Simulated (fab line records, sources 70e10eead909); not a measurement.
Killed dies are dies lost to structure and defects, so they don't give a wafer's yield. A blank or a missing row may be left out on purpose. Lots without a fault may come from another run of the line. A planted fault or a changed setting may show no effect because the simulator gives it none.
Which tool did it? | flow nand_harc | 6 lots, 18 wafers sampled, at 5 steps of a route of 1302

WHAT THE GAUGES READ, wafer by wafer
NHARC_END_SORT_01.
lot  | measured     | on        | killed_at_other
L546 | day 29 01:47 | prober-01 | 0 1 0
L552 | day 30 02:01 | prober-02 | 0 0 0
L560 | day 34 14:34 | prober-01 | 0 0 2

WHICH TOOL RAN EACH LOT (tool, then ch and the chambers of the sampled wafers, then the start)
lot  | NHARC_A_CONTACT_ETCH_116             | NHARC_A_CONTACT_ETCH_120             | NHARC_A_CONTACT_ETCH_121             | NHARC_A_CONTACT_ETCH_102
L538 | har_cap_etch-02 ch 0,1, day 22 06:14 | har_cap_etch-02 ch 0,1, day 22 06:56 | har_cap_etch-02 ch 0,1, day 22 07:06 | rie_diel-03 ch 0,1,2, day 22 09:01
L546 | har_cap_etch-02 ch 0,1, day 25 11:22 | har_cap_etch-02 ch 0,1, day 25 13:00 | har_cap_etch-02 ch 0,1, day 25 13:10 | rie_diel-03 ch 1,2, day 25 14:57
L552 | har_cap_etch-03 ch 0,1, day 27 08:07 | har_cap_etch-03 ch 0,1, day 27 08:47 | har_cap_etch-03 ch 0,1, day 27 08:58 | rie_diel-04 ch 0,1,2, day 27 10:46
L555 | har_cap_etch-02 ch 0,1, day 29 11:03 | har_cap_etch-02 ch 0,1, day 29 11:44 | har_cap_etch-02 ch 0,1, day 29 11:54 | rie_diel-11 ch 1,3, day 29 13:44
L557 | har_cap_etch-02 ch 0,1, day 30 04:35 | har_cap_etch-02 ch 0,1, day 30 05:16 | har_cap_etch-02 ch 0,1, day 30 05:26 | rie_diel-04 ch 0,3, day 30 07:16
L560 | har_cap_etch-03 ch 1, day 31 10:42   | har_cap_etch-03 ch 1, day 31 11:23   | har_cap_etch-03 ch 1, day 31 11:33   | rie_diel-03 ch 0,1, day 31 13:23
- NHARC_A_CONTACT_ETCH_116: etches the open film in C4F8/O2/Ar, time 190 s, target depth 1850 nm.
- NHARC_A_CONTACT_ETCH_120: etches the open film in C4F8/O2/Ar, time 190 s, target depth 1850 nm.
- NHARC_A_CONTACT_ETCH_121: etches the open film in C4F8/O2/Ar, time 190 s, target depth 1850 nm.
- NHARC_A_CONTACT_ETCH_102: etches the open film in CF4/O2, target depth 100 nm, overetch 10 nm, time 55 s.

THE ANSWER, worked out from the rows above alone
Rule: what is usual is taken from the lots themselves. Put in order of their means at a reading, lots are off if they are a third of the lots or fewer, leave a main group of 4 or more, and stand apart from it by a gap of 3 or more times the standard deviation of the main group's means; of several such gaps the widest counts. A main group whose means are all the same, to the digits that the tables above print for the reading, isn't used. A lot without any number at a reading at which 4 lots or more have one is off too. The other lots that the step has rows for count as sound.
No lot is off at any reading shown: from this, nothing can be told.

WHAT THE SIMULATOR HAD PUT IN
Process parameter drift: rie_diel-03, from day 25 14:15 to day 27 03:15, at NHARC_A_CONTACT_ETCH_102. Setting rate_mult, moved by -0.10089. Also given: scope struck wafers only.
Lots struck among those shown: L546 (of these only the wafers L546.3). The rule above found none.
